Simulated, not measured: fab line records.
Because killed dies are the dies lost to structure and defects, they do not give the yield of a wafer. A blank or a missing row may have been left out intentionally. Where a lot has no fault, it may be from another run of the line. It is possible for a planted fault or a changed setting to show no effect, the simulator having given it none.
What tool caused it? || flow nand-harc || 13 lots, 39 wafers sampled, at 5 steps of a route of 1302

== WHAT THE GAUGES READ, wafer by wafer ==
NHARC_A_CHANNEL_HOLE_D1_CD_MEAS_18. Usual: cd-nm at 99.9 nm, with a standard deviation of 2.2.
{"lot": "L660", "measured": "day 8 18:50", "on": "cd-sem-03", "cd-nm (nm)": "100.7 101.6 99.4", "flag": ""}
{"lot": "L661", "measured": "day 9 01:57", "on": "cd-sem-01", "cd-nm (nm)": "100.7 103.7 98.9", "flag": ""}
{"lot": "L663", "measured": "day 9 19:29", "on": "cd-sem-01", "cd-nm (nm)": "96.1 96.9 99.2", "flag": ""}
{"lot": "L664", "measured": "day 10 10:33", "on": "cd-sem-03", "cd-nm (nm)": "98.7 100.8 101.3", "flag": ""}
{"lot": "L666", "measured": "day 11 03:10", "on": "cd-sem-01", "cd-nm (nm)": "97.7 102.0 100.9", "flag": ""}
{"lot": "L668", "measured": "day 11 18:26", "on": "cd-sem-03", "cd-nm (nm)": "101.5 95.8 97.9", "flag": ""}
{"lot": "L667", "measured": "day 11 20:19", "on": "cd-sem-02", "cd-nm (nm)": "97.2 98.4 95.6", "flag": ""}
{"lot": "L671", "measured": "day 13 12:16", "on": "cd-sem-03", "cd-nm (nm)": "98.6 95.9 100.3", "flag": ""}
{"lot": "L676", "measured": "day 15 06:38", "on": "cd-sem-01", "cd-nm (nm)": "101.2 101.2 98.7", "flag": ""}
{"lot": "L677", "measured": "day 15 17:26", "on": "cd-sem-02", "cd-nm (nm)": "96.7 97.4 99.4", "flag": ""}
{"lot": "L681", "measured": "day 17 03:03", "on": "cd-sem-03", "cd-nm (nm)": "103.0 94.3 98.8", "flag": ""}
{"lot": "L683", "measured": "day 17 18:45", "on": "cd-sem-01", "cd-nm (nm)": "102.9 96.7 94.9", "flag": ""}
{"lot": "L682", "measured": "day 17 19:34", "on": "cd-sem-03", "cd-nm (nm)": "99.3 100.4 98.6", "flag": ""}

NHARC_END_SORT_01. Usual: killed-at-array 59, standard deviation 20; killed-at-other 0.8, standard deviation 1; killed-at-periphery 3.2, standard deviation 2.1; killed-dies 63, standard deviation 21; killed-open 3.0, standard deviation 1.9; killed-short 2.3, standard deviation 1.5.
{"lot": "L671", "measured": "day 29 14:40", "on": "prober-01", "killed-at-array": "73 52", "killed-at-other": "0 0", "killed-at-periphery": "4 3", "killed-dies": "77 55", "killed-open": "5 2", "killed-short": "2 1", "flag": ""}

== WHAT TOOL EACH LOT RAN ON (gives the tool, then ch and the chambers of the sampled wafers, and finally the start) ==
{"lot": "L660", "NHARC_A_CHANNEL_HOLE_D1_ETCH_26": "har-etch-02 ch 0,1, day 8 22:44", "NHARC_A_CHANNEL_FILL_D1_ALD_03": "ald-sin-batch-03 ch 0, day 12 22:14 or earlier", "NHARC_A_DECK1_JOINT_DEP_16": "pecvd-01 ch 0,1,2, day 12 22:14"}
{"lot": "L661", "NHARC_A_CHANNEL_HOLE_D1_ETCH_26": "har-etch-01 ch 0,1, day 9 05:52", "NHARC_A_CHANNEL_FILL_D1_ALD_03": "ald-sin-batch-03 ch 0, day 13 09:52 or earlier", "NHARC_A_DECK1_JOINT_DEP_16": "pecvd-03 ch 0,1,2, day 13 09:52"}
{"lot": "L663", "NHARC_A_CHANNEL_HOLE_D1_ETCH_26": "har-etch-01 ch 0,1, day 10 01:18", "NHARC_A_CHANNEL_FILL_D1_ALD_03": "ald-sin-batch-01 ch 0, day 14 07:09 or earlier", "NHARC_A_DECK1_JOINT_DEP_16": "pecvd-04 ch 0,1,2, day 14 07:09"}
{"lot": "L664", "NHARC_A_CHANNEL_HOLE_D1_ETCH_26": "har-etch-01 ch 0,1, day 10 14:25", "NHARC_A_CHANNEL_FILL_D1_ALD_03": "ald-sin-batch-03 ch 0, day 14 06:55 or earlier", "NHARC_A_DECK1_JOINT_DEP_16": "pecvd-03 ch 0,1, day 14 06:55"}
{"lot": "L666", "NHARC_A_CHANNEL_HOLE_D1_ETCH_26": "har-etch-01 ch 0,1, day 11 10:38", "NHARC_A_CHANNEL_FILL_D1_ALD_03": "ald-sin-batch-02 ch 0, day 15 04:01 or earlier", "NHARC_A_DECK1_JOINT_DEP_16": "pecvd-03 ch 0,1, day 15 04:01"}
{"lot": "L668", "NHARC_A_CHANNEL_HOLE_D1_ETCH_26": "har-etch-01 ch 0,1, day 11 22:17", "NHARC_A_CHANNEL_FILL_D1_ALD_03": "ald-sin-batch-01 ch 0, day 15 15:33 or earlier", "NHARC_A_DECK1_JOINT_DEP_16": "pecvd-03 ch 0,1,2, day 15 15:33"}
{"lot": "L667", "NHARC_A_CHANNEL_HOLE_D1_ETCH_26": "har-etch-02 ch 0,1, day 12 00:13", "NHARC_A_CHANNEL_FILL_D1_ALD_03": "ald-sin-batch-01 ch 0, day 15 15:32 or earlier", "NHARC_A_DECK1_JOINT_DEP_16": "pecvd-01 ch 1,2, day 15 15:32"}
{"lot": "L671", "NHARC_A_CHANNEL_HOLE_D1_ETCH_26": "har-etch-01 ch 0,1, day 13 16:15", "NHARC_A_CHANNEL_FILL_D1_ALD_03": "ald-sin-batch-01 ch 0, day 17 02:56 or earlier", "NHARC_A_DECK1_JOINT_DEP_16": "pecvd-03 ch 0,1,2, day 17 02:56"}
{"lot": "L676", "NHARC_A_CHANNEL_HOLE_D1_ETCH_26": "har-etch-02 ch 0,1, day 15 10:31", "NHARC_A_CHANNEL_FILL_D1_ALD_03": "ald-sin-batch-02 ch 0, day 19 01:02 or earlier", "NHARC_A_DECK1_JOINT_DEP_16": "pecvd-01 ch 0,1, day 19 01:02"}
{"lot": "L677", "NHARC_A_CHANNEL_HOLE_D1_ETCH_26": "har-etch-01 ch 0,1, day 15 22:11", "NHARC_A_CHANNEL_FILL_D1_ALD_03": "ald-sin-batch-01 ch 0, day 19 12:41 or earlier", "NHARC_A_DECK1_JOINT_DEP_16": "pecvd-01 ch 1,2, day 19 12:41"}
{"lot": "L681", "NHARC_A_CHANNEL_HOLE_D1_ETCH_26": "har-etch-01 ch 0,1, day 17 12:47", "NHARC_A_CHANNEL_FILL_D1_ALD_03": "ald-sin-batch-03 ch 0, day 21 02:20 or earlier", "NHARC_A_DECK1_JOINT_DEP_16": "pecvd-03 ch 0,1, day 21 02:20"}
{"lot": "L683", "NHARC_A_CHANNEL_HOLE_D1_ETCH_26": "har-etch-02 ch 0, day 17 22:38", "NHARC_A_CHANNEL_FILL_D1_ALD_03": "ald-sin-batch-01 ch 0, day 21 11:15 or earlier", "NHARC_A_DECK1_JOINT_DEP_16": "pecvd-04 ch 1,2, day 21 11:15"}
{"lot": "L682", "NHARC_A_CHANNEL_HOLE_D1_ETCH_26": "har-etch-01 ch 1, day 18 00:32", "NHARC_A_CHANNEL_FILL_D1_ALD_03": "ald-sin-batch-01 ch 0, day 21 11:23 or earlier", "NHARC_A_DECK1_JOINT_DEP_16": "pecvd-04 ch 0,1,2, day 21 11:23"}
- NHARC_A_CHANNEL_HOLE_D1_ETCH_26: etches the open film in C4F8/O2/Ar, time 224.1 s, target depth 300 nm.
- NHARC_A_CHANNEL_FILL_D1_ALD_03: deposits SiNx, target thk 6 nm, pulse time 60 s, ald cycles 58.
- NHARC_A_DECK1_JOINT_DEP_16: deposits SiO2, target thk 45 nm.

== WHAT THE TOOLS THEMSELVES READ (means of the sampled wafers that have a number; where no wafer has one, the mark that the record gives instead) ==
NHARC_A_CHANNEL_HOLE_D1_ETCH_26. Usual: drypump-motor-current-A 5.83 A, standard deviation 0.18; mfc-ar-sccm 374.8 sccm, standard deviation 1.2; showerhead-plenum-p-Torr 3.62 Torr, standard deviation 0.16; temp-c -20.00 C, standard deviation 0.1; throttle-valve-pct 24.584 %, standard deviation 0.0083.
{"lot": "L660", "tool": "har-etch-02", "drypump-motor-current-A (A)": 5.78, "mfc-ar-sccm (sccm)": 375.6, "showerhead-plenum-p-Torr (Torr)": 3.58, "temp-c (C)": -20.05, "throttle-valve-pct (%)": 24.592, "flag": ""}
{"lot": "L661", "tool": "har-etch-01", "drypump-motor-current-A (A)": 5.78, "mfc-ar-sccm (sccm)": 374.2, "showerhead-plenum-p-Torr (Torr)": 3.61, "temp-c (C)": -19.98, "throttle-valve-pct (%)": 24.584, "flag": ""}
{"lot": "L663", "tool": "har-etch-01", "drypump-motor-current-A (A)": 5.78, "mfc-ar-sccm (sccm)": 374.4, "showerhead-plenum-p-Torr (Torr)": 3.60, "temp-c (C)": -20.02, "throttle-valve-pct (%)": 24.582, "flag": ""}
{"lot": "L664", "tool": "har-etch-01", "drypump-motor-current-A (A)": 5.77, "mfc-ar-sccm (sccm)": 375.2, "showerhead-plenum-p-Torr (Torr)": 3.60, "temp-c (C)": -20.04, "throttle-valve-pct (%)": 24.580, "flag": ""}
{"lot": "L666", "tool": "har-etch-01", "drypump-motor-current-A (A)": 5.91, "mfc-ar-sccm (sccm)": 375.2, "showerhead-plenum-p-Torr (Torr)": 3.57, "temp-c (C)": -20.00, "throttle-valve-pct (%)": 24.585, "flag": ""}
{"lot": "L668", "tool": "har-etch-01", "drypump-motor-current-A (A)": 5.91, "mfc-ar-sccm (sccm)": 374.6, "showerhead-plenum-p-Torr (Torr)": 3.56, "temp-c (C)": -19.90, "throttle-valve-pct (%)": 24.585, "flag": ""}
{"lot": "L667", "tool": "har-etch-02", "drypump-motor-current-A (A)": 5.90, "mfc-ar-sccm (sccm)": 375.4, "showerhead-plenum-p-Torr (Torr)": 3.49, "temp-c (C)": -19.88, "throttle-valve-pct (%)": 24.580, "flag": ""}
{"lot": "L671", "tool": "har-etch-01", "drypump-motor-current-A (A)": 5.91, "mfc-ar-sccm (sccm)": 374.8, "showerhead-plenum-p-Torr (Torr)": 3.55, "temp-c (C)": -19.92, "throttle-valve-pct (%)": 24.580, "flag": ""}
{"lot": "L676", "tool": "har-etch-02", "drypump-motor-current-A (A)": 5.89, "mfc-ar-sccm (sccm)": 375.0, "showerhead-plenum-p-Torr (Torr)": 3.85, "temp-c (C)": -19.93, "throttle-valve-pct (%)": 24.586, "flag": ""}
{"lot": "L677", "tool": "har-etch-01", "drypump-motor-current-A (A)": 5.92, "mfc-ar-sccm (sccm)": 376.3, "showerhead-plenum-p-Torr (Torr)": 3.53, "temp-c (C)": -20.09, "throttle-valve-pct (%)": 24.588, "flag": ""}
{"lot": "L681", "tool": "har-etch-01", "drypump-motor-current-A (A)": 5.91, "mfc-ar-sccm (sccm)": 374.1, "showerhead-plenum-p-Torr (Torr)": 3.52, "temp-c (C)": -20.11, "throttle-valve-pct (%)": 24.574, "flag": ""}
{"lot": "L683", "tool": "har-etch-02", "drypump-motor-current-A (A)": 5.71, "mfc-ar-sccm (sccm)": 375.2, "showerhead-plenum-p-Torr (Torr)": 3.98, "temp-c (C)": -20.00, "throttle-valve-pct (%)": 24.576, "flag": ""}
{"lot": "L682", "tool": "har-etch-01", "drypump-motor-current-A (A)": 5.64, "mfc-ar-sccm (sccm)": 376.2, "showerhead-plenum-p-Torr (Torr)": 3.56, "temp-c (C)": -19.89, "throttle-valve-pct (%)": 24.586, "flag": ""}

NHARC_A_CHANNEL_FILL_D1_ALD_03. Usual: precursor-pulse-height-rel at 0.998, with a standard deviation of 0.02.
{"lot": "L660", "tool": "ald-sin-batch-03", "precursor-pulse-height-rel": 1.000, "flag": ""}
{"lot": "L661", "tool": "ald-sin-batch-03", "precursor-pulse-height-rel": 0.992, "flag": ""}
{"lot": "L663", "tool": "ald-sin-batch-01", "precursor-pulse-height-rel": 0.994, "flag": ""}
{"lot": "L664", "tool": "ald-sin-batch-03", "precursor-pulse-height-rel": 0.995, "flag": ""}
{"lot": "L666", "tool": "ald-sin-batch-02", "precursor-pulse-height-rel": 1.000, "flag": ""}
{"lot": "L668", "tool": "ald-sin-batch-01", "precursor-pulse-height-rel": 1.002, "flag": ""}
{"lot": "L667", "tool": "ald-sin-batch-01", "precursor-pulse-height-rel": 1.007, "flag": ""}
{"lot": "L671", "tool": "ald-sin-batch-01", "precursor-pulse-height-rel": 1.009, "flag": ""}
{"lot": "L676", "tool": "ald-sin-batch-02", "precursor-pulse-height-rel": 0.998, "flag": ""}
{"lot": "L677", "tool": "ald-sin-batch-01", "precursor-pulse-height-rel": 1.027, "flag": ""}
{"lot": "L681", "tool": "ald-sin-batch-03", "precursor-pulse-height-rel": 0.992, "flag": ""}
{"lot": "L683", "tool": "ald-sin-batch-01", "precursor-pulse-height-rel": 0.993, "flag": ""}
{"lot": "L682", "tool": "ald-sin-batch-01", "precursor-pulse-height-rel": 0.964, "flag": ""}

NHARC_A_DECK1_JOINT_DEP_16. Usual: flow-sccm 2650 sccm, standard deviation 8.2; heater-power-w 558 W, standard deviation 82; rf-fwd-power-W 896 W, standard deviation 3.1; throttle-valve-pct 16.3 %, standard deviation 0.58.
{"lot": "L660", "tool": "pecvd-01", "flow-sccm (sccm)": 2651, "heater-power-w (W)": 501, "rf-fwd-power-W (W)": 894, "throttle-valve-pct (%)": 16.6, "flag": ""}
{"lot": "L661", "tool": "pecvd-03", "flow-sccm (sccm)": 2643, "heater-power-w (W)": 564, "rf-fwd-power-W (W)": 896, "throttle-valve-pct (%)": 16.4, "flag": ""}
{"lot": "L663", "tool": "pecvd-04", "flow-sccm (sccm)": 2655, "heater-power-w (W)": 629, "rf-fwd-power-W (W)": 894, "throttle-valve-pct (%)": 16.1, "flag": ""}
{"lot": "L664", "tool": "pecvd-03", "flow-sccm (sccm)": 2656, "heater-power-w (W)": 605, "rf-fwd-power-W (W)": 896, "throttle-valve-pct (%)": 16.8, "flag": ""}
{"lot": "L666", "tool": "pecvd-03", "flow-sccm (sccm)": 2649, "heater-power-w (W)": 605, "rf-fwd-power-W (W)": 896, "throttle-valve-pct (%)": 16.6, "flag": ""}
{"lot": "L668", "tool": "pecvd-03", "flow-sccm (sccm)": 2653, "heater-power-w (W)": 542, "rf-fwd-power-W (W)": 895, "throttle-valve-pct (%)": 16.5, "flag": ""}
{"lot": "L667", "tool": "pecvd-01", "flow-sccm (sccm)": 2654, "heater-power-w (W)": 479, "rf-fwd-power-W (W)": 898, "throttle-valve-pct (%)": 15.6, "flag": ""}
{"lot": "L671", "tool": "pecvd-03", "flow-sccm (sccm)": 2653, "heater-power-w (W)": 546, "rf-fwd-power-W (W)": 895, "throttle-valve-pct (%)": 16.0, "flag": ""}
{"lot": "L676", "tool": "pecvd-01", "flow-sccm (sccm)": 2649, "heater-power-w (W)": 527, "rf-fwd-power-W (W)": 789, "throttle-valve-pct (%)": 16.8, "flag": "OFF"}
{"lot": "L677", "tool": "pecvd-01", "flow-sccm (sccm)": 2649, "heater-power-w (W)": 590, "rf-fwd-power-W (W)": 789, "throttle-valve-pct (%)": 16.0, "flag": "OFF"}
{"lot": "L681", "tool": "pecvd-03", "flow-sccm (sccm)": 2651, "heater-power-w (W)": 524, "rf-fwd-power-W (W)": 897, "throttle-valve-pct (%)": 16.8, "flag": ""}
{"lot": "L683", "tool": "pecvd-04", "flow-sccm (sccm)": 2658, "heater-power-w (W)": 584, "rf-fwd-power-W (W)": 897, "throttle-valve-pct (%)": 16.0, "flag": ""}
{"lot": "L682", "tool": "pecvd-04", "flow-sccm (sccm)": 2655, "heater-power-w (W)": 581, "rf-fwd-power-W (W)": 894, "throttle-valve-pct (%)": 16.1, "flag": ""}

== THE ANSWER, worked out from the rows above alone ==
Rule: a lot is off if the mean of its wafers that have a number lies more than 3 standard deviations from the usual mean. A lot without any number at a reading at which 4 lots or more have one is off too. All remaining lots with rows at the step are treated as sound. First the gauges in route order, then the tools' own readings, where a lot's mean is used as printed above. The first step at which some lot is off is used, and at that step the reading that is off furthest; a lot without a number counts as furthest.
Off: L676, L677 (NHARC_A_DECK1_JOINT_DEP_16, rf-fwd-power-W).
If a tool, at that step or one of the process steps before it, ran each lot that is off and ran no sound lot following the first of them, it fits. Because NHARC_A_CHANNEL_FILL_D1_ALD_03 lacks a start for some lots, the hours and order of its lots are taken from NHARC_A_DECK1_JOINT_DEP_16. One fits: NHARC_A_DECK1_JOINT_DEP_16 on pecvd-01. A fault onset in the window from L667 (day 15 15:32, its last sound lot) to L676 (day 19 01:02, its first lot off) fits.
The tool's own readings at NHARC_A_DECK1_JOINT_DEP_16 bear it out: on the lots that are off they differ by more than 5 times the standard deviation of the sound lots' means. rf-fwd-power-W reads 789 W there against 896 W on the sound lots.

== WHAT THE SIMULATOR PUT IN ==
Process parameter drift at NHARC_A_DECK1_JOINT_DEP_16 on pecvd-01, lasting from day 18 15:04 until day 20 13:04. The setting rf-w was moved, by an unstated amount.
Shown lots that were struck: L676, L677. The rule above found the same.
